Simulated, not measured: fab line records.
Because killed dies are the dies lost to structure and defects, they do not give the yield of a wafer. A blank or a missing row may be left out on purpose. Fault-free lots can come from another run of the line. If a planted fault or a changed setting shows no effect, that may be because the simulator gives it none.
Which tool did it?	flow n5Finfet	34 wafers from 13 lots sampled at 4 of the route's 1938 steps

WHAT THE GAUGES READ, wafer by wafer
N5_PASSIVATION_OVL_MEAS_63. Usual: PAD_OVL typically reads -4 nm, with standard deviation 5.9.
lot	measured	on	PAD_OVL (nm)	flag
L429	day 14 02:32	overlay-01	-6 -1 4	
L430	day 14 02:13	overlay-01	-15 -5 -17	
L432	day 15 12:55	overlay-02	-9 -7 -12	
L433	day 14 03:03	overlay-02	-7 -2	
L434	day 15 05:08	overlay-02	-9 -3	
L436	day 14 14:30	overlay-01	-5 6	
L437	day 15 21:31	overlay-02	-16 -14 -8	
L441	day 17 06:29	overlay-02	-13 -6 -14	
L442	day 17 03:34	overlay-02	0 -1	
L443	day 16 23:57	overlay-02	-3 2 2	
L446	day 17 19:16	overlay-02	-2 -8 -1	
L448	day 17 19:37	overlay-01	-12 -16	
L451	day 18 22:34	overlay-01	1 -1 -1	

WHICH TOOL RAN EACH LOT (tool, then ch and the chambers of the sampled wafers, then the start)
lot	N5_MOL_CONTACT_COAG_SPUTTER_143	N5_PASSIVATION_VIA_ETCH_13	N5_PASSIVATION_PRE_CLEAN_19
L429	pvdSputter-02, day 5 01:29	rieDiel-04 ch 0,2, day 14 00:28	pvdSputter-03, day 14 01:53
L430	pvdSputter-02, day 5 10:33	rieDiel-02 ch 0,2,3, day 14 00:27	pvdSputter-03, day 14 01:27
L432	pvdSputter-02, day 5 18:55	rieDiel-04 ch 0,2,3, day 15 11:42	pvdSputter-01, day 15 12:17
L433	pvdSputter-01, day 6 01:38	rieDiel-02 ch 2,3, day 14 01:19	pvdSputter-03, day 14 02:25
L434	pvdSputter-03, day 6 07:56	rieDiel-04 ch 1,2, day 15 03:52	pvdSputter-02, day 15 04:22
L436	pvdSputter-01, day 6 17:05	rieDiel-04 ch 1,2, day 14 11:22	pvdSputter-03, day 14 13:53
L437	pvdSputter-02, day 7 05:08	rieDiel-04 ch 2,3, day 15 20:01	pvdSputter-02, day 15 20:44
L441	pvdSputter-01, day 8 02:01	rieDiel-04 ch 1,2,3, day 17 04:50	pvdSputter-02, day 17 05:43
L442	pvdSputter-02, day 8 06:05	rieDiel-02 ch 1,2, day 17 01:26	pvdSputter-01, day 17 02:56
L443	pvdSputter-01, day 8 18:46	rieDiel-02 ch 1, day 16 22:32	pvdSputter-01, day 16 23:19
L446	pvdSputter-02, day 9 08:08	rieDiel-05 ch 0,1,3, day 17 17:56	pvdSputter-02, day 17 18:37
L448	pvdSputter-03, day 9 20:12	rieDiel-05 ch 2,3, day 17 18:25	pvdSputter-02, day 17 18:58
L451	pvdSputter-03, day 10 15:34	rieDiel-02 ch 1,2,3, day 18 21:18	pvdSputter-02, day 18 21:55
- N5_MOL_CONTACT_COAG_SPUTTER_143: material Co, target thk 2.5 nm.
- N5_PASSIVATION_VIA_ETCH_13: etches SiO2 in CHF3/O2, target depth 660 nm, time 330 s.
- N5_PASSIVATION_PRE_CLEAN_19

WHAT THE TOOLS THEMSELVES READ (means of the sampled wafers that have a number; where no wafer has one, the mark that the record gives instead)
N5_MOL_CONTACT_COAG_SPUTTER_143. Usual: substrateTempC 25.00 C, standard deviation 0.11; throttleValvePct 30.2 %, standard deviation 1.4.
lot	tool	substrateTempC (C)	throttleValvePct (%)	flag
L429	pvdSputter-02	24.89	30.3	
L430	pvdSputter-02	25.09	30.4	
L432	pvdSputter-02	24.92	30.1	
L433	pvdSputter-01	24.92	30.8	
L434	pvdSputter-03	24.91	31.6	
L436	pvdSputter-01	25.09	30.4	
L437	pvdSputter-02	25.01	30.4	
L441	pvdSputter-01	25.02	30.5	
L442	pvdSputter-02	24.89	30.1	
L443	pvdSputter-01	25.02	30.3	
L446	pvdSputter-02	25.07	29.9	
L448	pvdSputter-03	25.19	30.4	
L451	pvdSputter-03	24.94	32.3	

N5_PASSIVATION_VIA_ETCH_13. Usual: CHF3_flow_sccm 49.98 sccm, standard deviation 0.15; drypumpMotorCurrentA 5.66 A, standard deviation 0.26; etchRfOnTimeS 237 s, standard deviation 5.1; oesProductAu 0.73 a.u., standard deviation 0.083; rfVppV 528 V, standard deviation 6.4; showerheadPlenumPTorr 2.43 Torr, standard deviation 0.073; throttleValvePct 18.82 %, standard deviation 0.21.
lot	tool	CHF3_flow_sccm (sccm)	drypumpMotorCurrentA (A)	etchRfOnTimeS (s)	oesProductAu (a.u.)	rfVppV (V)	showerheadPlenumPTorr (Torr)	throttleValvePct (%)	flag
L429	rieDiel-04	49.96	5.74	238	0.74	524	2.38	18.87	
L430	rieDiel-02	50.03	5.48	240	0.74	528	2.36	18.82	
L432	rieDiel-04	49.91	5.66	240	0.75	531	2.43	18.97	
L433	rieDiel-02	49.83	5.58	232	0.80	528	2.41	18.75	
L434	rieDiel-04	49.87	5.84	240	0.71	524	2.42	18.77	
L436	rieDiel-04	49.95	5.82	240	0.72	525	2.44	18.75	
L437	rieDiel-04	50.01	5.68	232	0.80	527	2.43	18.74	
L441	rieDiel-04	49.93	5.71	235	0.74	529	2.47	18.84	
L442	rieDiel-02	50.03	5.75	236	0.77	526	2.46	18.59	
L443	rieDiel-02	50.14	5.82	239	0.77	523	2.46	18.53	
L446	rieDiel-05	49.95	5.58	236	0.70	530	2.45	18.90	
L448	rieDiel-05	49.91	6.10	238	0.70	526	2.46	18.89	
L451	rieDiel-02	50.02	5.68	236	0.74	525	2.41	18.73	

N5_PASSIVATION_PRE_CLEAN_19. Usual: heaterPowerW 465 W, standard deviation 44.
lot	tool	heaterPowerW (W)	flag
L429	pvdSputter-03	472	
L430	pvdSputter-03	486	
L432	pvdSputter-01	439	
L433	pvdSputter-03	485	
L434	pvdSputter-02	458	
L436	pvdSputter-03	490	
L437	pvdSputter-02	432	
L441	pvdSputter-02	460	
L442	pvdSputter-01	486	
L443	pvdSputter-01	442	
L446	pvdSputter-02	447	
L448	pvdSputter-02	446	
L451	pvdSputter-02	434	

THE ANSWER, worked out from the rows above alone
Rule: lot off if the mean of its wafers having a number is beyond 3 standard deviations from the usual mean. Also off: a lot with no number at a reading for which 4 or more lots have one. Where the step has rows for the other lots, those lots are counted as sound. Order of review: gauges by route order, followed by the tools' own readings, for which a lot's mean as printed above is used. At the first step where some lot is off, the reading lying furthest off is the one used; lots without a number count as furthest.
Across all readings shown, no lot is off: no conclusion can be drawn from this.

WHAT THE SIMULATOR HAD INSERTED
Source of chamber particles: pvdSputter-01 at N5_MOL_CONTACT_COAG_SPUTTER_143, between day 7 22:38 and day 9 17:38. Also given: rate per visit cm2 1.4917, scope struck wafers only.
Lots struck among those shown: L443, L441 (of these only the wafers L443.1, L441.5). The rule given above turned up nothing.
